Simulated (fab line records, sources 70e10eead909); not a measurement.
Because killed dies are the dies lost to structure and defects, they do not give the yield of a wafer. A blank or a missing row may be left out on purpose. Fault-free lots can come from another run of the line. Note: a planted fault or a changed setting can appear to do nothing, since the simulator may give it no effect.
Matching of chambers | flow nand harc | NHARC_A_STAIRCASE_TRIM_196 on rie diel-08: 4 sister chambers
The step chemistry O2, time 211.2 s. 8 wafers are shown with their chamber, then 9 later ones without.

EACH WAFER AND ITS CHAMBER
wafer  | chamber | showerhead plenum p Torr (Torr) | drypump motor current A (A)
L080.6 | 1       | 3.49                            | 5.5
L086.3 | 0       | 3.33                            | 5.8
L086.4 | 1       | 3.48                            | 5.5
L086.5 | 0       | 3.33                            | 5.8
L086.6 | 3       | 3.33                            | 5.5
L085.1 | 3       | 3.33                            | 5.6
L085.4 | 2       | 3.38                            | 6.0
L085.6 | 2       | 3.38                            | 6.0

WAFERS MISSING THEIR CHAMBER
wafer  | showerhead plenum p Torr (Torr) | drypump motor current A (A)
L087.1 | 3.32                            | 5.8
L087.3 | 3.48                            | 5.5
L087.4 | 3.38                            | 5.9
L090.4 | 3.48                            | 5.5
L090.5 | 3.32                            | 5.7
L090.6 | 3.32                            | 5.6
L092.4 | 3.32                            | 5.5
L092.5 | 3.37                            | 6.0
L092.6 | 3.32                            | 5.8

EACH ONE'S CHAMBER
wafer  | from the rows above     | in truth
L087.1 | 0                       | 0
L087.3 | 1                       | 1
L087.4 | 2                       | 2
L090.4 | 1                       | 1
L090.5 | can't be placed: 0 or 3 | 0
L090.6 | 3                       | 3
L092.4 | 3                       | 3
L092.5 | 2                       | 2
L092.6 | 0                       | 0
8 of 9 placed correctly. Can't be placed from these rows: 1 (the true chamber is among the candidates in 1). Number placed wrongly: 0.
How it was worked out, from the rows above alone: a wafer's distance from a chamber is the root of the sum, over the readings, of the square of ((its reading less the chamber's mean) divided by the reading's scatter). The wafer belongs to the nearest chamber; if the next one is less than 2 further off, it can't be placed. Each chamber's mean is taken over the wafers shown for it. The scatter: the root of (the sum of the squares of (reading less its chamber's mean) over the shown wafers, divided by (wafers less chambers)).
